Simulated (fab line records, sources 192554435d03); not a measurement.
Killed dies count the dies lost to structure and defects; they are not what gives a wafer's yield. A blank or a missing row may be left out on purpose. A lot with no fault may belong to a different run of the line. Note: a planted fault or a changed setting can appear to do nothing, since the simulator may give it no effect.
Which of the tools did it? | flow n5Finfet | 24 lots with 72 wafers sampled at 4 steps, on a route of 1938 steps

WHAT THE GAUGES SHOWED, per wafer
N5_FIN_SAQP_OCD_MEAS_76.
lot  | measured    | on     | trenchDepthNm (nm)
L074 | day 2 02:13 | ocd-01 | 120.1 125.3 122.8
L075 | day 2 08:59 | ocd-02 | 123.0 123.8 123.1
L076 | day 2 14:13 | ocd-02 | 115.1 115.2 119.9
L077 | day 2 20:06 | ocd-01 | 118.5 119.6 116.6
L078 | day 3 02:42 | ocd-01 | 114.8 121.2 121.2
L079 | day 3 08:07 | ocd-01 | 123.4 123.4 123.8
L080 | day 3 14:25 | ocd-01 | 121.5 118.0 116.6
L081 | day 3 20:17 | ocd-02 | 125.5 123.7 117.4
L082 | day 4 05:15 | ocd-01 | 122.5 120.6 118.9
L083 | day 4 09:05 | ocd-02 | 121.1 118.9 116.7
L084 | day 4 15:14 | ocd-02 | 118.5 116.1 117.5
L085 | day 4 21:56 | ocd-02 | 118.6 117.4 117.7
L086 | day 5 06:49 | ocd-02 | 123.9 119.0 124.0
L087 | day 5 11:28 | ocd-02 | 121.4 119.6 116.6
L088 | day 5 14:14 | ocd-02 | 122.5 117.6 123.9
L089 | day 5 20:41 | ocd-01 | 123.1 124.3 122.2
L090 | day 6 04:04 | ocd-01 | 116.4 122.4 116.9
L091 | day 6 09:19 | ocd-01 | 121.8 122.3 117.2
L092 | day 6 15:15 | ocd-02 | 117.5 123.6 117.6
L093 | day 6 20:21 | ocd-01 | 116.2 117.4 118.0
L094 | day 7 01:53 | ocd-01 | 120.8 116.6 117.0
L095 | day 7 08:34 | ocd-02 | 119.0 115.5 118.9
L096 | day 7 15:20 | ocd-02 | 122.3 121.7 121.7
L097 | day 7 20:19 | ocd-02 | 116.3 119.0 118.9

EACH LOT AND THE TOOL THAT RAN IT (in order: tool; ch and the chambers of the sampled wafers; start)
lot  | N5_FIN_SAQP_RECESS_75            | N5_FIN_SAQP_MANDREL2_REMOVE_60 | N5_FIN_SAQP_ETCH_64
L074 | vaporEtch-02 ch 0,1, day 1 22:25 | rieSi-03 ch 0,1,3, day 2 01:28 | rieSi-06 ch 0,1,3, day 2 01:58
L075 | vaporEtch-02 ch 0,1, day 2 05:35 | rieSi-01 ch 1,2,3, day 2 08:20 | rieSi-06 ch 1,2, day 2 08:45
L076 | vaporEtch-02 ch 0,1, day 2 10:56 | rieSi-03 ch 0,3, day 2 13:34   | rieSi-01 ch 0,3, day 2 13:59
L077 | vaporEtch-01 ch 0,1, day 2 16:02 | rieSi-01 ch 1,2,3, day 2 19:26 | rieSi-03 ch 1,2, day 2 19:52
L078 | vaporEtch-02 ch 0,1, day 2 23:10 | rieSi-06 ch 0,1, day 3 01:56   | rieSi-01 ch 0,3, day 3 02:28
L079 | vaporEtch-02 ch 0,1, day 3 04:42 | rieSi-03 ch 1,2,3, day 3 07:26 | rieSi-06 ch 0,1,2, day 3 07:52
L080 | vaporEtch-02 ch 0,1, day 3 10:55 | rieSi-01 ch 0,1,2, day 3 13:39 | rieSi-03 ch 1,2,3, day 3 14:10
L081 | vaporEtch-02 ch 0,1, day 3 16:54 | rieSi-01 ch 0,2, day 3 19:38   | rieSi-06 ch 0,2,3, day 3 20:03
L082 | vaporEtch-02 ch 0,1, day 4 00:11 | rieSi-06 ch 0,1,2, day 4 04:33 | rieSi-03 ch 0,2,3, day 4 04:58
L083 | vaporEtch-01 ch 0,1, day 4 05:04 | rieSi-06 ch 0,2,3, day 4 08:25 | rieSi-03 ch 0,1,2, day 4 08:51
L084 | vaporEtch-02 ch 0,1, day 4 11:28 | rieSi-03 ch 0,1, day 4 14:34   | rieSi-01 ch 0,2,3, day 4 14:59
L085 | vaporEtch-02 ch 0,1, day 4 17:22 | rieSi-03 ch 0,1,2, day 4 21:16 | rieSi-01 ch 1,2,3, day 4 21:41
L086 | vaporEtch-01 ch 0,1, day 5 00:37 | rieSi-03 ch 0,1,3, day 5 05:44 | rieSi-06 ch 0,3, day 5 06:35
L087 | vaporEtch-02 ch 0,1, day 5 07:53 | rieSi-06 ch 1,2,3, day 5 10:37 | rieSi-03 ch 0,2,3, day 5 11:14
L088 | vaporEtch-02 ch 0,1, day 5 10:22 | rieSi-01 ch 0,1, day 5 13:31   | rieSi-06 ch 0,3, day 5 13:59
L089 | vaporEtch-02 ch 0,1, day 5 16:47 | rieSi-01 ch 2,3, day 5 19:50   | rieSi-06 ch 0,1, day 5 20:24
L090 | vaporEtch-01 ch 0,1, day 6 00:16 | rieSi-06 ch 0,2,3, day 6 03:24 | rieSi-03 ch 1,2,3, day 6 03:49
L091 | vaporEtch-01 ch 0,1, day 6 05:27 | rieSi-01 ch 0,2,3, day 6 08:40 | rieSi-06 ch 0,1,3, day 6 09:05
L092 | vaporEtch-02 ch 0,1, day 6 11:44 | rieSi-01 ch 1,2,3, day 6 14:33 | rieSi-03 ch 1,2,3, day 6 14:59
L093 | vaporEtch-02 ch 0,1, day 6 16:34 | rieSi-06 ch 0,1,3, day 6 19:35 | rieSi-01 ch 0,2,3, day 6 20:07
L094 | vaporEtch-02 ch 0,1, day 6 22:11 | rieSi-01 ch 2,3, day 7 01:13   | rieSi-03 ch 0,1,2, day 7 01:38
L095 | vaporEtch-02 ch 0,1, day 7 05:01 | rieSi-03 ch 0,2,3, day 7 07:54 | rieSi-01 ch 0,1,3, day 7 08:20
L096 | vaporEtch-02 ch 0,1, day 7 11:05 | rieSi-01 ch 1,2,3, day 7 14:40 | rieSi-06 ch 0,1,2, day 7 15:06
L097 | vaporEtch-01 ch 0,1, day 7 16:29 | rieSi-03 ch 0,1,3, day 7 19:39 | rieSi-01 ch 0,2, day 7 20:05
- N5_FIN_SAQP_RECESS_75: chemistry HF/NH3, target SiO2, target depth 14.4 nm, afs cycles 3, sublimation time 60 s.
- N5_FIN_SAQP_MANDREL2_REMOVE_60: chemistry HBr/Cl2/O2, target a-Si, stops on SiNx, bt time 10 s.
- N5_FIN_SAQP_ETCH_64: etches SiO2 in CF4, target depth 1.5 nm.

AS READ BY THE TOOLS THEMSELVES (means over the sampled wafers that have a number; for cases with no such wafer, the mark the record gives instead)
N5_FIN_SAQP_RECESS_75.
lot  | tool         | drypumpMotorCurrentA (A) | sublimationTempC (C)
L074 | vaporEtch-02 | 6.0                      | 179.98
L075 | vaporEtch-02 | 5.8                      | 179.97
L076 | vaporEtch-02 | 5.8                      | 179.90
L077 | vaporEtch-01 | 5.7                      | 180.12
L078 | vaporEtch-02 | 6.0                      | 179.91
L079 | vaporEtch-02 | 5.8                      | 179.98
L080 | vaporEtch-02 | 6.0                      | 179.84
L081 | vaporEtch-02 | 6.0                      | 180.17
L082 | vaporEtch-02 | 6.0                      | 179.95
L083 | vaporEtch-01 | 5.5                      | 180.19
L084 | vaporEtch-02 | 5.8                      | 180.02
L085 | vaporEtch-02 | 6.0                      | 179.84
L086 | vaporEtch-01 | 5.7                      | 179.88
L087 | vaporEtch-02 | 5.8                      | 180.05
L088 | vaporEtch-02 | 5.8                      | 179.90
L089 | vaporEtch-02 | 5.8                      | 179.86
L090 | vaporEtch-01 | 5.7                      | 180.10
L091 | vaporEtch-01 | 5.5                      | 179.92
L092 | vaporEtch-02 | 6.0                      | 180.04
L093 | vaporEtch-02 | 5.8                      | 179.98
L094 | vaporEtch-02 | 5.8                      | 180.09
L095 | vaporEtch-02 | 6.0                      | 180.04
L096 | vaporEtch-02 | 6.0                      | 180.06
L097 | vaporEtch-01 | 5.5                      | 180.01

N5_FIN_SAQP_MANDREL2_REMOVE_60.
lot  | tool     | biasW (W) | drypumpMotorCurrentA (A) | oes_o_777_au (a.u.) | oesProductAu (a.u.) | throttleValvePct (%)
L074 | rieSi-03 | 21.93     | 5.3                      | 1.00                | 1.028               | 36.60
L075 | rieSi-01 | 22.00     | 5.9                      | 0.96                | 0.994               | 36.67
L076 | rieSi-03 | 21.99     | 5.2                      | 1.03                | 1.039               | 36.64
L077 | rieSi-01 | 22.04     | 5.8                      | 0.96                | 0.995               | 36.69
L078 | rieSi-06 | 21.95     | 5.4                      | 1.03                | 0.996               | 36.75
L079 | rieSi-03 | 22.04     | 5.4                      | 0.99                | 1.015               | 36.67
L080 | rieSi-01 | 22.10     | 5.6                      | 0.95                | 0.975               | 36.71
L081 | rieSi-01 | 21.99     | 5.2                      | 0.92                | 0.969               | 36.77
L082 | rieSi-06 | 21.99     | 5.5                      | 1.05                | 1.004               | 36.89
L083 | rieSi-06 | 21.97     | 5.5                      | 1.01                | 0.989               | 36.68
L084 | rieSi-03 | 21.93     | 5.2                      | 1.00                | 1.022               | 36.67
L085 | rieSi-03 | 22.11     | 5.3                      | 0.98                | 1.002               | 36.76
L086 | rieSi-03 | 22.00     | 5.3                      | 1.01                | 1.031               | 36.59
L087 | rieSi-06 | 22.05     | 5.7                      | 1.00                | 1.001               | 36.93
L088 | rieSi-01 | 22.00     | 6.0                      | 0.98                | 0.995               | 36.64
L089 | rieSi-01 | 21.94     | 5.8                      | 0.94                | 0.985               | 36.61
L090 | rieSi-06 | 21.93     | 5.5                      | 1.01                | 0.987               | 36.67
L091 | rieSi-01 | 22.06     | 5.6                      | 0.95                | 0.974               | 36.66
L092 | rieSi-01 | 22.06     | 5.8                      | 0.96                | 0.984               | 36.68
L093 | rieSi-06 | 22.01     | 5.6                      | 0.99                | 0.994               | 36.78
L094 | rieSi-01 | 22.06     | 5.4                      | 0.93                | 0.987               | 36.74
L095 | rieSi-03 | 21.97     | 5.2                      | 1.01                | 1.010               | 36.82
L096 | rieSi-01 | 22.02     | 5.8                      | 0.96                | 0.992               | 36.68
L097 | rieSi-03 | 21.95     | 5.3                      | 1.01                | 1.023               | 36.59

N5_FIN_SAQP_ETCH_64.
lot  | tool     | biasW (W) | drypumpMotorCurrentA (A) | oesProductAu (a.u.) | throttleValvePct (%)
L074 | rieSi-06 | 400.1     | 5.6                      | 1.007               | 21.85
L075 | rieSi-06 | 400.1     | 5.7                      | 1.024               | 22.04
L076 | rieSi-01 | 400.6     | 5.7                      | 0.961               | 21.69
L077 | rieSi-03 | 398.5     | 5.4                      | 0.982               | 21.88
L078 | rieSi-01 | 399.7     | 6.0                      | 0.978               | 21.72
L079 | rieSi-06 | 400.2     | 5.5                      | 1.018               | 21.81
L080 | rieSi-03 | 400.1     | 5.4                      | 1.003               | 21.75
L081 | rieSi-06 | 400.0     | 5.5                      | 1.004               | 21.68
L082 | rieSi-03 | 400.2     | 5.2                      | 1.013               | 21.87
L083 | rieSi-03 | 399.4     | 5.3                      | 0.997               | 21.81
L084 | rieSi-01 | 399.8     | 5.6                      | 0.978               | 21.70
L085 | rieSi-01 | 399.8     | 5.8                      | 0.981               | 21.74
L086 | rieSi-06 | 399.8     | 5.4                      | 1.005               | 21.58
L087 | rieSi-03 | 399.3     | 5.2                      | 1.019               | 21.87
L088 | rieSi-06 | 399.4     | 5.4                      | 0.996               | 21.59
L089 | rieSi-06 | 399.5     | 5.4                      | 1.019               | 21.72
L090 | rieSi-03 | 400.0     | 5.4                      | 1.001               | 21.76
L091 | rieSi-06 | 399.3     | 5.6                      | 1.002               | 21.81
L092 | rieSi-03 | 399.8     | 5.4                      | 0.998               | 21.75
L093 | rieSi-01 | 400.5     | 5.6                      | 0.960               | 21.69
L094 | rieSi-03 | 400.3     | 5.3                      | 0.998               | 21.81
L095 | rieSi-01 | 399.9     | 6.0                      | 0.971               | 21.72
L096 | rieSi-06 | 400.3     | 5.5                      | 1.010               | 21.81
L097 | rieSi-01 | 400.6     | 5.2                      | 0.967               | 21.68

THE ANSWER, worked out from the rows above alone
Rule: the lots themselves supply what counts as usual. Put in order of their means at a reading, lots are off if they are a third of the lots or fewer, leave a main group of 4 or more, and stand apart from it by a gap of 3 or more times the standard deviation of the main group's means; of several such gaps the widest counts. A main group whose means are all the same, to the digits that the tables above print for the reading, isn't used. Also off: a lot with no number at a reading for which 4 or more lots have one. The other lots that the step has rows for count as sound. First the gauges in route order, then the tools' own readings, where a lot's mean is used as printed above. The first step at which some lot is off is used, and at that step the reading that is off furthest; a lot without a number counts as furthest.
No lot is off at any reading shown: from this, nothing can be told.

WHAT THE SIMULATOR HAD INSERTED
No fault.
